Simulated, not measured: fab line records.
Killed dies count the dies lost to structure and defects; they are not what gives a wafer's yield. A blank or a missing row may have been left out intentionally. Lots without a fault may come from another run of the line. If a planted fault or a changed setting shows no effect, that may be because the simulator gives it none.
fab line records	flow n5_finfet
[record] lots = 6	wafers = 18	last_day = 18
route steps=1938 shown BEOL_M15@1823 PASS1_DEP@1831 MIM_BOT@1832 MIM_TOP@1834 PASSIVATION@1936
lots untouched by any fault: they come from a run of this same line in which no faults occurred
start_h: hours from the record's opening day to when the first of the lot's shown wafers began	wait_h: hours from the lot's prior step to this one	" identical to the entry in the row above	L1.1+2: one row covering several wafers at once	- value missing, or start not given	* or withheld: withheld	< > ~ a bound
route shown NAME@n: names a module that has steps shown in the file, with the first one's number in the route	usual: the fault-free wafers' mean and standard deviation	same: alike in all rows	chamber/n: place in a boat	sites: readings site by site	_std_site: the standard deviation of these	_edge_site: inner sites' mean taken away from outer sites' mean	radius_mm: for every site, how far away it sits from the centre of the wafer	mask NAME#n: copy n	behind: the most recent tool/chamber to have shaped the wafer	hold: what put the lot on hold/how long, in hours/how the hold closed	device: the transistor (n, p or np) that didn't switch	end of line: the tests these same wafers got at the end of their route	step lacking rows: just its recipe	killed: not the wafer's yield, but the dies lost to structure and defects at the first sort	map: dies across one wafer; x = killed, . = not, _ = none there
set.NAME: the setting as run; set.NAME@STEP: as run at that earlier step	model.NAME: the simulator's own value behind a step, which no gauge read
lots at some steps of the route; a table a step, a row a wafer
services: a tool's chamber out of use, with start hour (start_h, from the record's first day; less than 0 if before it), hours out, and reason
[[steps]]
[step N5_BEOL_M15_ANNEAL_48]
[recipe] temp_c = 225	time_s = 90	ambient = N2
[usual] wafer_temp_C_max = 226.2/0.35
lot.wafer	tool	chamber	start_h	wait_h	wafer_temp_C_max
L856.3	rtp_anneal-01	0	359.14	0.2	226.2
L856.4	"	0	"	"	225.9
L856.5	"	0	"	"	226.0
L859.3	rtp_anneal-02	0	366.35	0.5	226.2
L859.4	"	0	"	"	226.2
L859.6	"	0	"	"	226.4
L861.2	rtp_anneal-01	0	377.87	0.2	226.3
L861.3	"	0	"	"	226.0
L861.6	"	0	"	"	225.9
L862.1	rtp_anneal-01	0	393.28	0.2	226.0
L862.2	"	0	"	"	226.1
L862.6	"	0	"	"	226.6
L865.3	rtp_anneal-01	0	403.20	0.6	226.0
L865.5	"	0	"	"	226.1
L865.6	"	0	"	"	226.0
L866.1	rtp_anneal-01	0	406.10	0.7	226.3
L866.3	"	0	"	"	225.8
L866.4	"	0	"	"	225.9
[step N5_BEOL_M15_CMP_49]
[recipe] stop_on = SiO2	t_overpolish_s = 4.9	down_force_psi = 2	platen_rpm = 80	clearing_platen_down_force_psi = 2	clearing_platen_rpm = 80	post_cmp_clean = cu_alkaline	target_thk_nm = 850	clearing_platen_pad_velocity_m_s = 1.5917	pad_velocity_m_s = 1.5917
[usual] barrier_field_endpoint_s = 11.47/0.25	motor_current_A = 7.9/0.68	overpolish_run_s = 4.898/0.0088	pad_life_wafers = 871/420
lot.wafer	tool	chamber	start_h	wait_h	barrier_field_endpoint_s	motor_current_A	overpolish_run_s	pad_life_wafers
L856.3	cmp-02	1	359.35	0.2	11.58	7.4	4.887	906
L856.4	"	0	"	"	11.48	8.0	4.902	909
L856.5	"	2	"	"	11.79	8.2	4.901	-
L859.3	cmp-04	0	366.79	0.3	12.40	7.2	4.886	421
L859.4	"	2	"	"	11.72	9.1	4.912	423
L859.6	"	3	"	"	12.02	7.9	4.886	-
L861.2	cmp-02	1	378.12	0.2	11.56	7.2	4.889	1062
L861.3	"	3	"	"	11.77	8.0	4.911	1064
L861.6	"	2	"	"	11.51	8.4	4.901	-
L862.2	cmp-01	3	393.58	0.2	11.51	6.9	4.910	1218
L862.1	"	2	"	"	11.72	7.6	4.901	1221
L862.6	"	0	"	"	11.34	7.6	4.891	-
L865.3	cmp-02	0	403.42	0.2	11.26	7.7	4.918	1272
L865.5	"	0	"	"	11.53	7.6	4.905	-
L865.6	"	1	"	"	11.70	7.4	4.883	-
L866.3	cmp-04	3	406.44	0.2	11.36	7.7	4.888	733
L866.1	"	0	"	"	11.55	7.9	4.914	734
L866.4	"	1	"	"	11.28	7.8	4.906	735
[step N5_BEOL_M15_THK_MEAS_50]
[recipe] thk_meas_gauge = xrf	reads = Cu_of_BEOL_M15_ECD_47
[usual] M15_THK = 849/15
lot.wafer	tool	chamber	start_h	wait_h	M15_THK[nm]
L856.3	film_metro-02	-	359.65	-	839
L856.4	"	-	"	"	840
L856.5	"	-	"	"	853
L859.3	film_metro-01	-	367.05	-	888
L859.4	"	-	"	"	846
L859.6	"	-	"	"	885
L861.2	film_metro-02	-	378.42	-	875
L861.3	"	-	"	"	847
L861.6	"	-	"	"	867
L862.1	film_metro-01	-	393.87	-	868
L862.2	"	-	"	"	853
L862.6	"	-	"	"	870
L865.3	film_metro-02	-	403.72	-	852
L865.5	"	-	"	"	831
L865.6	"	-	"	"	826
L866.1	film_metro-01	-	406.70	-	859
L866.3	"	-	"	"	853
L866.4	"	-	"	"	850
[step N5_BEOL_M15_PRE_CLEAN_52]
[recipe] gas = NH3	time_s = 15	temp_c = withheld	rf_power_w = 300
[step N5_BEOL_M15_DEP_53]
[recipe] material = SiCN	target_thk_a = 500	temp_c = withheld	precursor = 3MS/NH3	pressure_torr = 3	rf_w = 675	time_s = 17.8
[usual] showerhead_plenum_p_Torr = 4.166/0.021	throttle_valve_pct = 18.4/1.2
lot.wafer	tool	chamber	start_h	wait_h	showerhead_plenum_p_Torr	throttle_valve_pct
L856.3	pecvd-04	2	359.71	0.0	4.145	18.4
L856.4	"	1	"	"	4.211	19.0
L856.5	"	0	"	"	4.165	17.4
L859.3	pecvd-03	2	367.11	0.0	4.147	17.0
L859.4	"	2	"	"	4.150	17.0
L859.6	"	0	"	"	4.171	17.3
L861.2	pecvd-01	0	378.48	0.0	4.161	17.3
L861.3	"	2	"	"	4.154	19.5
L861.6	"	2	"	"	4.158	19.7
L862.1	pecvd-01	0	393.94	0.0	4.158	17.4
L862.2	"	2	"	"	4.149	19.7
L862.6	"	2	"	"	4.154	19.6
L865.3	pecvd-04	2	403.78	0.0	4.161	18.8
L865.5	"	1	"	"	4.209	18.9
L865.6	"	2	"	"	4.160	18.6
L866.1	pecvd-04	0	406.76	0.0	4.161	17.4
L866.3	"	2	"	"	4.159	18.5
L866.4	"	0	"	"	4.144	17.7
[step N5_BEOL_M15_RS_MEAS_54]
[recipe] thk_meas_gauge = four-point-probe	reads = Cu_of_BEOL_M15_ECD_47+Ta_of_BEOL_M15_SPUTTER_44+TaN_of_BEOL_M15_SPUTTER_43
[usual] M15_RS = 0.0216/0.00035
lot.wafer	tool	chamber	start_h	wait_h	M15_RS[ohm/sq]
L856.3	film_metro-01	-	359.78	0.1	0.0216
L856.4	"	-	"	"	0.0215
L856.5	"	-	"	"	0.0212
L859.3	film_metro-02	-	367.18	0.1	0.0208
L859.4	"	-	"	"	0.0220
L859.6	"	-	"	"	0.0210
L861.2	film_metro-02	-	378.55	0.1	0.0210
L861.3	"	-	"	"	0.0218
L861.6	"	-	"	"	0.0211
L862.1	film_metro-01	-	394.03	0.1	0.0213
L862.2	"	-	"	"	0.0218
L862.6	"	-	"	"	0.0212
L865.3	film_metro-02	-	403.85	0.1	0.0213
L865.5	"	-	"	"	0.0218
L865.6	"	-	"	"	0.0220
L866.1	film_metro-02	-	406.82	0.0	0.0214
L866.3	"	-	"	"	0.0216
L866.4	"	-	"	"	0.0218
[step N5_BEOL_M15_INSPECT_55]
[recipe] inspect_instrument = darkfield	mode = post_dep
[usual] raw_defect_count = 76/28
lot.wafer	tool	chamber	start_h	wait_h	raw_defect_count
L856.3	defect_inspect-02	-	359.80	0.0	46
L856.4	"	-	"	"	72
L856.5	"	-	"	"	71
L859.3	defect_inspect-01	-	367.21	0.0	52
L859.4	"	-	"	"	48
L859.6	"	-	"	"	66
L861.2	defect_inspect-02	-	378.58	0.0	93
L861.3	"	-	"	"	60
L861.6	"	-	"	"	63
L862.1	defect_inspect-01	-	394.05	0.0	50
L862.2	"	-	"	"	43
L862.6	"	-	"	"	58
L865.3	defect_inspect-01	-	403.87	0.0	58
L865.5	"	-	"	"	52
L865.6	"	-	"	"	104
L866.1	defect_inspect-02	-	406.85	0.0	75
L866.3	"	-	"	"	57
L866.4	"	-	"	"	59
[step N5_BEOL_M15_RC_MEAS_101]
[usual] COMB_M10 = 1.5e-11/3.3e-12	COMB_M11 = 1.5e-11/3e-12	COMB_M12 = 6.6e-12/1.3e-12	COMB_M13 = 4.9e-12/8.9e-13	COMB_M14 = 3.8e-12/8.3e-13	COMB_M15 = 2.6e-12/4.9e-13	COMB_M5 = 3.6e-11/7.4e-12	COMB_M6 = 2.5e-11/5.1e-12	COMB_M7 = 2.5e-11/5.3e-12	COMB_M8 = 2.7e-11/5.8e-12	COMB_M8_max_site = 3.9e-11/9.3e-12	COMB_M9 = 1.5e-11/3.2e-12	SERP_M10 = 3.06/0.059	SERP_M11 = 3.05/0.069	SERP_M12 = 0.643/0.016	SERP_M13 = 0.312/0.0065	SERP_M14 = 0.1600/0.0029	SERP_M5 = 39.6/1.5	SERP_M6 = 14.0/0.5	SERP_M7 = 13.9/0.53	SERP_M8 = 13.9/0.39	SERP_M9 = 3.06/0.08
lot.wafer	tool	chamber	start_h	wait_h	COMB_M10[S/m]	COMB_M11[S/m]	COMB_M12[S/m]	COMB_M13[S/m]	COMB_M14[S/m]	COMB_M15[S/m]	COMB_M5[S/m]	COMB_M6[S/m]	COMB_M7[S/m]	COMB_M8[S/m]	COMB_M8_max_site[S/m]	COMB_M9[S/m]	SERP_M10[ohm/um]	SERP_M11[ohm/um]	SERP_M12[ohm/um]	SERP_M13[ohm/um]	SERP_M14[ohm/um]	SERP_M5[ohm/um]	SERP_M6[ohm/um]	SERP_M7[ohm/um]	SERP_M8[ohm/um]	SERP_M9[ohm/um]
L856.3	prober-02	0	360.14	0.3	1.5e-11	1.2e-11	8.3e-12	5.4e-12	3.9e-12	2.5e-12	4.6e-11	1.6e-11	2.3e-11	2.7e-11	5.1e-11	1.2e-11	3.12	3.11	0.676	0.319	0.1627	38.6	14.1	13.9	13.2	3.17
L856.4	"	0	"	"	2.5e-11	1.5e-11	4.5e-12	3.5e-12	4.9e-12	2.2e-12	4.8e-11	1.9e-11	2.7e-11	3.5e-11	4.4e-11	1.3e-11	3.11	3.15	0.667	0.307	0.1625	39.5	13.0	13.8	14.1	3.04
L856.5	"	0	"	"	1.4e-11	1.1e-11	5.5e-12	4.2e-12	5.5e-12	3.5e-12	4.5e-11	1.9e-11	2.6e-11	3e-11	4.4e-11	1.7e-11	3.12	3.03	0.645	0.318	0.1612	37.5	14.3	14.3	14.0	3.08
L859.3	prober-01	0	367.54	0.3	1.2e-11	1.3e-11	8.4e-12	3.1e-12	2.7e-12	2.1e-12	3e-11	2.5e-11	2.1e-11	2.8e-11	3.4e-11	1.2e-11	3.02	3.15	0.649	0.310	0.1576	40.6	13.9	14.0	14.0	3.12
L859.4	"	0	"	"	1.5e-11	1.2e-11	7.4e-12	4.7e-12	3.1e-12	2e-12	3.3e-11	1.7e-11	3.2e-11	2.2e-11	4.2e-11	1.5e-11	3.02	3.10	0.643	0.314	0.1581	40.9	14.0	13.9	13.3	3.09
L859.6	"	0	"	"	1.2e-11	1.4e-11	6.4e-12	4.5e-12	2.1e-12	2.3e-12	3e-11	2.9e-11	2.4e-11	2.6e-11	3.6e-11	1.1e-11	3.07	3.01	0.655	0.304	0.1606	39.8	14.1	13.5	13.5	3.19
L861.2	prober-02	0	378.76	0.2	1.3e-11	1.7e-11	7.2e-12	4.5e-12	4.1e-12	3.1e-12	3.5e-11	2.2e-11	1.7e-11	3.3e-11	4.3e-11	1.7e-11	3.09	3.12	0.654	0.305	0.1568	36.0	14.0	13.7	14.8	2.93
L861.3	"	0	"	"	2.1e-11	1.8e-11	3.3e-12	4.7e-12	3.6e-12	2.6e-12	3.2e-11	2.6e-11	2.1e-11	2.1e-11	2.8e-11	1.8e-11	3.14	3.14	0.639	0.319	0.1641	39.7	14.0	14.0	13.5	3.01
L861.6	"	0	"	"	1.5e-11	2.3e-11	5.3e-12	5.8e-12	3.6e-12	2.8e-12	3.8e-11	2.7e-11	2.4e-11	2.8e-11	3.5e-11	1.8e-11	3.02	3.12	0.647	0.308	0.1575	39.0	13.6	13.8	14.1	2.95
L862.1	prober-01	0	394.08	0.0	1.1e-11	1.6e-11	8.2e-12	4.8e-12	3e-12	2.8e-12	3.4e-11	2e-11	3e-11	3e-11	3.9e-11	9e-12	3.10	2.98	0.628	0.310	0.1661	40.9	14.4	14.1	13.1	2.94
L862.2	"	0	"	"	1.3e-11	1.3e-11	6.3e-12	5.3e-12	3.3e-12	2.7e-12	4.4e-11	2.5e-11	3.1e-11	3e-11	4.9e-11	1.1e-11	3.21	3.02	0.643	0.310	0.1582	40.7	14.5	14.0	13.8	3.09
L862.6	"	0	"	"	2.2e-11	1.8e-11	6.1e-12	4.3e-12	3.2e-12	3.5e-12	5e-11	3e-11	2.3e-11	2e-11	3.8e-11	1.2e-11	3.14	2.94	0.654	0.302	0.1635	39.0	14.9	14.1	13.9	3.05
L865.3	prober-02	0	404.21	0.3	2.1e-11	1e-11	9.9e-12	4.2e-12	3.5e-12	2.6e-12	4.4e-11	3.3e-11	2.6e-11	3.4e-11	5.2e-11	1.1e-11	3.10	3.11	0.645	0.305	0.1585	37.2	13.5	13.5	14.4	2.98
L865.5	"	0	"	"	1.6e-11	1.3e-11	7.1e-12	6.9e-12	2.4e-12	2.2e-12	3.3e-11	3.1e-11	2.2e-11	2.3e-11	3e-11	1.1e-11	3.05	3.08	0.649	0.315	0.1636	38.2	13.3	13.4	14.3	3.07
L865.6	"	0	"	"	1.5e-11	1.1e-11	6.7e-12	5.4e-12	2.9e-12	2.3e-12	3.8e-11	3e-11	2.3e-11	2.4e-11	2.8e-11	1.6e-11	3.04	3.06	0.640	0.304	0.1595	35.5	14.0	13.8	13.9	2.93
L866.1	prober-01	0	406.88	0.0	9e-12	1.1e-11	7.1e-12	5.1e-12	4.9e-12	3.4e-12	2.7e-11	3.3e-11	1.9e-11	2.4e-11	2.9e-11	2e-11	3.03	3.02	0.607	0.304	0.1576	39.0	14.0	14.0	14.5	2.99
L866.3	"	0	"	"	1.3e-11	1.4e-11	7.4e-12	5.4e-12	2.7e-12	2.3e-12	2.2e-11	2.7e-11	2.3e-11	2.3e-11	3.1e-11	1.3e-11	3.10	2.93	0.614	0.312	0.1606	38.8	13.6	14.5	14.5	3.04
L866.4	"	0	"	"	1.6e-11	1.4e-11	6.7e-12	6.2e-12	3.7e-12	2.3e-12	3.4e-11	3e-11	2.3e-11	2.8e-11	4e-11	1.5e-11	3.02	3.03	0.616	0.311	0.1604	38.0	14.0	13.5	13.7	3.07
[step N5_PASSIVATION_PECVD_00]
[recipe] material = SiO2	target_thk_a = 2000	temp_c = 400	precursor = SiH4/N2O	pressure_torr = 2.7	rf_w = 608	time_s = 11.2
[step N5_MIM_BOT_DEGAS_01]
[recipe] ambient = vacuum	temp_c = 300	time_s = 60
[step N5_MIM_BOT_SPUTTER_00]
[recipe] material = TiN	target_thk_a = 350	temp_c = 200	power_w = 3000	chamber_pressure_pa = 0.49996	gas = Ar	reactive_partial_pa = 0.37997	time_s = 89.7
[step N5_MIM_TOP_ALD_00]
[recipe] material = Al2O3	target_thk_a = *	temp_c = withheld	ald_precursor_family = TMA	ald_co_reactant = O3	pulse_time_s = withheld	purge_time_s = 3	co_reactant_purge_time_s = withheld	co_reactant_pulse_time_s = 3	ald_cycles = withheld
[usual] precursor_pulse_height_rel = 1.000/0.02
lot.wafer	tool	chamber	start_h	wait_h	precursor_pulse_height_rel
L856.3	ald_hk-02	1	362.57	0.1	1.000
L856.4	"	0	"	"	1.002
L856.5	"	1	"	"	0.998
L859.3	ald_hk-02	2	368.75	0.1	0.964
L859.4	"	1	"	"	1.005
L859.6	"	0	"	"	1.033
L861.2	ald_hk-01	2	383.00	0.1	0.997
L861.3	"	0	"	"	1.005
L861.6	"	2	"	"	1.000
L862.1	ald_hk-01	1	396.20	0.1	1.006
L862.2	"	2	"	"	0.975
L862.6	"	3	"	"	0.976
L865.3	ald_hk-01	3	405.42	0.1	0.965
L865.5	"	2	"	"	1.028
L865.6	"	1	"	"	1.023
L866.1	ald_hk-01	3	408.86	0.2	1.019
L866.3	"	1	"	"	1.029
L866.4	"	2	"	"	0.967
[step N5_MIM_TOP_ALD_01]
[recipe] material = HfO2	target_thk_a = 56	temp_c = withheld	ald_precursor_family = Hf-amide	ald_co_reactant = O3	pulse_time_s = 1	purge_time_s = 3	co_reactant_purge_time_s = 2	co_reactant_pulse_time_s = 3	ald_cycles = 62
[usual] ald_cycles = 62/0	precursor_pulse_height_rel = 1.000/0.02
[same] co_reactant_purge_time_s = 2
lot.wafer	tool	chamber	start_h	wait_h	ald_cycles	precursor_pulse_height_rel
L856.3	ald_hk-02	1	362	-	64	0.984
L856.4	"	0	"	"	62	1.006
L856.5	"	1	"	"	64	0.975
L859.3	ald_hk-02	2	368	-	62	0.998
L859.4	"	1	"	"	64	1.007
L859.6	"	0	"	"	62	0.975
L861.2	ald_hk-01	2	383	-	62	0.988
L861.3	"	0	"	"	62	1.016
L861.6	"	2	"	"	62	1.017
L862.1	ald_hk-01	1	396	-	62	1.012
L862.2	"	2	"	"	62	0.986
L862.6	"	3	"	"	62	1.014
L865.3	ald_hk-01	3	405	-	62	1.005
L865.5	"	2	"	"	62	1.021
L865.6	"	1	"	"	62	0.996
L866.1	ald_hk-01	3	408	-	62	0.977
L866.3	"	1	"	"	62	0.985
L866.4	"	2	"	"	62	0.976
[step N5_MIM_TOP_ALD_02]
[recipe] material = Al2O3	target_thk_a = *	temp_c = withheld	ald_precursor_family = TMA	ald_co_reactant = O3	pulse_time_s = withheld	purge_time_s = 3	co_reactant_purge_time_s = withheld	co_reactant_pulse_time_s = 3	ald_cycles = withheld
[usual] precursor_pulse_height_rel = 1.001/0.02
lot.wafer	tool	chamber	start_h	wait_h	precursor_pulse_height_rel
L856.3	ald_hk-02	1	-	-	1.009
L856.4	"	0	"	"	0.992
L856.5	"	1	"	"	0.995
L859.3	ald_hk-02	2	-	-	0.999
L859.4	"	1	"	"	0.965
L859.6	"	0	"	"	1.010
L861.2	ald_hk-01	2	-	-	0.967
L861.3	"	0	"	"	0.990
L861.6	"	2	"	"	1.035
L862.1	ald_hk-01	1	-	-	1.001
L862.2	"	2	"	"	1.004
L862.6	"	3	"	"	0.970
L865.3	ald_hk-01	3	-	-	1.042
L865.5	"	2	"	"	0.983
L865.6	"	1	"	"	0.995
L866.1	ald_hk-01	3	-	-	1.006
L866.3	"	1	"	"	0.970
L866.4	"	2	"	"	1.030
[step N5_PASSIVATION_PROBE_49]
[usual] defect_limited_yield = 91.0/1.5	killed_at_M0_to_M3 = 37/12	killed_at_M4_up = 13/5	killed_at_contacts = 13/6.1	killed_at_front_end = 39/11	killed_at_other = 4/3.2	killed_dies = 106/17	killed_open = 69/12	killed_short = 35/7.9	sort_bin_5_function = 5.3/1	sort_bin_6_memory = 3.3/0.68	sort_n_pass = 1074/17	sort_yield_pct = 91.0/1.5
[same] gross_dies = 1180	killed_at_back_side = 0	sort_bin_4_leakage[%] = 0	sort_bin_8_speed[%] = 0
lot.wafer	tool	chamber	start_h	wait_h	defect_limited_yield[%]	killed_at_M0_to_M3	killed_at_M4_up	killed_at_contacts	killed_at_front_end	killed_at_other	killed_dies	killed_open	killed_short	sort_bin_5_function[%]	sort_bin_6_memory[%]	sort_n_pass	sort_yield_pct[%]
L856.3	prober-01	-	374.51	0.1	90.6	40	7	13	49	2	111	74	37	6.5	2.8	1069	90.6
L856.4	prober-01	-	374.56	0.2	90.5	58	11	8	32	3	112	68	37	5.3	3.5	1068	90.5
L856.5	prober-01	-	374.61	0.2	92.7	45	9	7	23	2	86	56	28	3.6	3.2	1094	92.7
L859.3	prober-02	-	384.17	0.1	92.8	32	15	13	22	3	85	63	21	5.1	1.9	1095	92.8
L859.4	prober-02	-	384.22	0.2	92.1	35	15	10	29	4	93	47	44	4.7	2.9	1087	92.1
L859.6	prober-02	-	384.32	0.3	91.9	32	14	15	35	0	96	64	30	4.7	3.3	1084	91.9
L861.2	prober-01	-	395.47	0.1	90.3	34	17	7	56	0	114	73	39	6.0	3.3	1066	90.3
L861.3	prober-01	-	395.52	0.1	90.2	23	12	14	62	5	116	76	33	5.5	3.6	1064	90.2
L861.6	prober-01	-	395.67	0.3	91.2	33	11	28	28	4	104	70	31	4.7	3.7	1076	91.2
L862.1	prober-02	-	409.46	0.0	89.9	48	5	5	58	3	119	67	48	5.9	3.7	1061	89.9
L862.2	prober-02	-	409.51	0.1	90.6	38	8	6	53	6	111	60	48	5.3	3.6	1069	90.6
L862.6	prober-02	-	409.71	0.3	92.1	35	17	5	28	8	93	57	36	4.1	3.4	1087	92.1
L866.1	prober-02	-	426.29	0.0	91.9	34	13	23	24	2	96	65	30	5.3	2.5	1084	91.9
L866.3	prober-02	-	426.39	0.1	91.0	19	11	19	56	1	106	75	27	5.7	3.0	1074	91.0
L866.4	prober-02	-	426.44	0.2	94.5	16	7	6	36	0	65	44	21	3.6	1.9	1115	94.5
// killed by level:class
L856.3 FIN_SAQP:geometric_particle:open=13 MOL_CONTACT_COAG:geometric_particle:open=12 BEOL_M0_SAQP:geometric_particle:open=12 FIN_SAQP:geometric_particle:short=9 DUMMY_GATE:geometric_particle:open=8 BEOL_M0_SAQP:geometric_particle:short=8 BEOL_M2:geometric_particle:open=8 GATE_CUT:geometric_particle:short=6
L856.4 BEOL_M3:geometric_particle:open=16 BEOL_M0_SAQP:geometric_particle:open=13 BEOL_M2:geometric_particle:open=10 GATE_CUT:geometric_particle:short=8 BEOL_M0_SAQP:geometric_particle:short=7 MOL_CONTACT_COAG:geometric_particle:open=5 BEOL_M4:geometric_particle:open=5 FIN_SAQP:geometric_particle:open=4
L856.5 FIN_SAQP:geometric_particle:open=8 BEOL_M0_SAQP:geometric_particle:open=8 BEOL_M2:geometric_particle:open=8 BEOL_M3:geometric_particle:open=7 BEOL_M1:geometric_particle:open=6 FIN_SAQP:geometric_particle:short=5 MOL_CONTACT_COAG:geometric_particle:open=5 BEOL_M0_SAQP:geometric_particle:short=5
L859.3 MOL_CONTACT_COAG:geometric_particle:open=11 BEOL_M0_SAQP:geometric_particle:open=7 BEOL_M0:geometric_particle:open=6 BEOL_M3:geometric_particle:open=6 FIN_SAQP:geometric_particle:open=5 BEOL_M0_SAQP:geometric_particle:short=4 BEOL_M2:geometric_particle:open=4 BEOL_M4:geometric_particle:open=4
L859.4 FIN_SAQP:geometric_particle:short=9 FIN_SAQP:geometric_particle:open=8 BEOL_M0_SAQP:geometric_particle:short=8 MOL_CONTACT_COAG:geometric_particle:open=7 BEOL_M3:geometric_particle:open=6 BEOL_M4:geometric_particle:open=6 BEOL_M2:geometric_particle:open=5 BEOL_M0_SAQP:geometric_particle:open=4
L859.6 MOL_CONTACT_COAG:geometric_particle:open=11 GATE_CUT:geometric_particle:short=8 STI_FIN_REVEAL:geometric_particle:open=7 BEOL_M0_SAQP:geometric_particle:open=7 BEOL_M4:geometric_particle:open=7 BEOL_M0_SAQP:geometric_particle:short=6 BEOL_M3:geometric_particle:open=5 ILD0:geometric_particle:open=4
L861.2 FIN_SAQP:geometric_particle:open=16 FIN_SAQP:geometric_particle:short=15 BEOL_M0_SAQP:geometric_particle:open=9 STI_FIN_REVEAL:geometric_particle:open=8 BEOL_M0_SAQP:geometric_particle:short=8 BEOL_M2:geometric_particle:open=8 MOL_CONTACT_COAG:geometric_particle:open=7 STARTING-WAFER:geometric_particle:short=6
L861.3 STI_FIN_REVEAL:geometric_particle:open=21 FIN_SAQP:geometric_particle:open=9 MOL_CONTACT_COAG:geometric_particle:open=9 BEOL_M2:geometric_particle:open=7 FIN_SAQP:geometric_particle:short=5 BEOL_M5:geometric_particle:open=5 MOL_CONTACT_COAG:geometric_particle:short=5 HKMG_FIN:area_etch=5
L861.6 MOL_CONTACT_COAG:geometric_particle:open=16 BEOL_M2:geometric_particle:open=12 MOL_CONTACT_COAG:geometric_particle:short=10 FIN_SAQP:geometric_particle:open=7 STI_FIN_REVEAL:geometric_particle:open=5 DUMMY_GATE:geometric_particle:open=5 FIN_SAQP:geometric_particle:short=4 BEOL_M0_SAQP:geometric_particle:open=4
L862.1 BEOL_M0_SAQP:geometric_particle:short=12 BEOL_M2:geometric_particle:open=10 STI_FIN_REVEAL:geometric_particle:open=8 FIN_SAQP:geometric_particle:short=7 BEOL_M0_SAQP:geometric_particle:open=7 BEOL_M3:geometric_particle:open=6 GATE_CUT:geometric_particle:open=6 BEOL_M2:geometric_particle:short=6
L862.2 FIN_SAQP:geometric_particle:short=12 BEOL_M0_SAQP:geometric_particle:short=9 BEOL_M0_SAQP:geometric_particle:open=9 BEOL_M3:geometric_particle:open=8 STI_FIN_REVEAL:geometric_particle:open=6 DUMMY_GATE:geometric_particle:open=6 MOL_CONTACT_COAG:geometric_particle:open=6 BEOL_M1:geometric_particle:open=6
L862.6 BEOL_M4:geometric_particle:open=11 BEOL_M2:geometric_particle:open=10 FIN_SAQP:geometric_particle:short=7 BEOL_M0_SAQP:geometric_particle:short=7 MOL_CONTACT_COAG:geometric_particle:open=5 BEOL_M1:geometric_particle:short=4 BEOL_M1:geometric_particle:open=4 BEOL_M3:geometric_particle:open=4
L866.1 MOL_CONTACT_COAG:geometric_particle:open=17 BEOL_M0_SAQP:geometric_particle:open=9 BEOL_M3:geometric_particle:open=6 FIN_SAQP:geometric_particle:short=5 DUMMY_GATE:geometric_particle:open=5 MOL_CONTACT_COAG:geometric_particle:short=5 BEOL_M0_SAQP:geometric_particle:short=5 BEOL_M1:geometric_particle:open=5
L866.3 STI_FIN_REVEAL:geometric_particle:open=16 FIN_SAQP:geometric_particle:open=14 MOL_CONTACT_COAG:geometric_particle:open=14 GATE_CUT:geometric_particle:short=9 FIN_SAQP:geometric_particle:short=7 BEOL_M2:geometric_particle:open=6 MOL_CONTACT_COAG:geometric_particle:short=5 BEOL_M0_SAQP:geometric_particle:open=5
L866.4 FIN_SAQP:geometric_particle:open=10 FIN_SAQP:geometric_particle:short=8 STI_FIN_REVEAL:geometric_particle:open=5 DUMMY_GATE:geometric_particle:open=5 BEOL_M2:geometric_particle:open=5 BEOL_M3:geometric_particle:open=5 BEOL_M4:geometric_particle:open=5 MOL_CONTACT_COAG:geometric_particle:open=4
[[services]]
tool	chamber	start_h	hours	kind
cmp-02	-	336.76	0.9	repair
cmp-01	-	343.50	0.9	repair
pecvd-04	0	344.39	3.6	repair
ald_hk-01	-	352.97	0.3	repair
pecvd-01	2	364.94	5.5	scheduled_down
pecvd-01	1	383.62	-	clean
pecvd-01	1	383.62	-	consumable_replace:showerhead
pecvd-01	1	383.62	29.0	scheduled_down
pecvd-01	1	383.62	29.0	vent_cycle
cmp-02	-	406.27	0.6	repair
ald_hk-02	-	407.76	1.6	repair
cmp-04	-	408.43	2.8	repair
[[key]]
[first_sign] step = N5_MIM_TOP_ALD_01	reading = ald_cycles	direction = up	sigmas = 99+	usual = *	struck = *
effect none on later readings
met_at N5_MIM_TOP_ALD_01
struck_wafers L856.3,L856.5,L859.4
[fault] kind = process_parameter_drift	tool = ald_hk-02	chamber = 1	onset_h = 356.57	steps = N5_MIM_TOP_ALD_01	channel = ald_cycles	offset = *	shape = step	end_h = 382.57	acts_in = *	stated = *
